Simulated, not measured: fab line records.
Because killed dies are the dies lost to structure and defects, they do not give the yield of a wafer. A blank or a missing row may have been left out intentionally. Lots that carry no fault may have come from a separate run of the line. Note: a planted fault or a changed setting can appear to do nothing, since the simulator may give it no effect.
Chamber matching -- flow nand_harc -- NHARC_A_ZERO_WELL_ETCH_13 on rie_si-06 has 4 sister chambers
The step etches the open film in HBr/Cl2, target depth 120 nm, time 40.1 s. 16 wafers are shown with their chamber, then 8 later ones without.

## WAFERS WITH THEIR CHAMBER
wafer,chamber,drypump_motor_current_A (A),throttle_valve_pct (%),oes_product_au (a.u.)
L076.1,2,5.83,26.386,0.998
L076.2,0,5.61,26.400,1.013
L076.6,2,5.84,26.409,1.005
L084.1,0,5.60,26.416,1.004
L084.2,3,5.76,26.421,0.977
L084.4,2,5.84,26.400,0.988
L088.3,0,5.63,26.396,1.005
L088.5,1,5.55,26.405,1.005
L088.6,2,5.84,26.415,1.008
L089.3,1,5.55,26.421,1.006
L089.4,2,5.86,26.398,1.001
L089.6,0,5.63,26.408,1.001
L091.1,0,5.58,26.386,0.998
L091.2,1,5.55,26.413,0.996
L091.3,2,5.83,26.406,0.994
L092.4,3,5.80,26.432,1.003

SIGNATURES (averages over the wafers above)
reading,chamber 0,chamber 1,chamber 2,chamber 3,scatter within a chamber
drypump_motor_current_A,5.6100,5.5500,5.8400,5.7800,0.0163
throttle_valve_pct,26.40120,26.41300,26.40233,26.42650,0.0101
oes_product_au,1.00420,1.00233,0.99900,0.99000,0.00813
Rule: a wafer's distance from a chamber is the root of the sum, over the readings, of the square of ((its reading less the chamber's mean) divided by the reading's scatter). The wafer belongs to the nearest chamber; if the next one is less than 2 further off, it can't be placed. How the scatter is found: for the shown wafers, subtract from each reading the mean of its chamber, square and add these, divide the total by (wafers less chambers), then take the root.

## WAFERS WITH NO CHAMBER GIVEN
wafer,drypump_motor_current_A (A),throttle_valve_pct (%),oes_product_au (a.u.)
L092.5,5.57,26.398,1.011
L092.6,5.77,26.409,0.993
L094.1,5.83,26.403,0.994
L094.2,5.76,26.413,0.999
L094.3,5.62,26.403,1.008
L097.2,5.55,26.404,1.001
L097.3,5.60,26.436,1.008
L097.5,5.81,26.410,1.003

## EACH ONE'S CHAMBER
wafer,from the rows above,in truth
L092.5,can't be placed: 1 or 0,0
L092.6,3,3
L094.1,2,2
L094.2,3,3
L094.3,0,0
L097.2,1,1
L097.3,can't be placed: 0 or 1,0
L097.5,can't be placed: 2 or 3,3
Placed correctly: 5 of 8. From these rows, 3 cannot be placed; in 3 the true chamber is one of the candidates. Wrongly placed: 0.
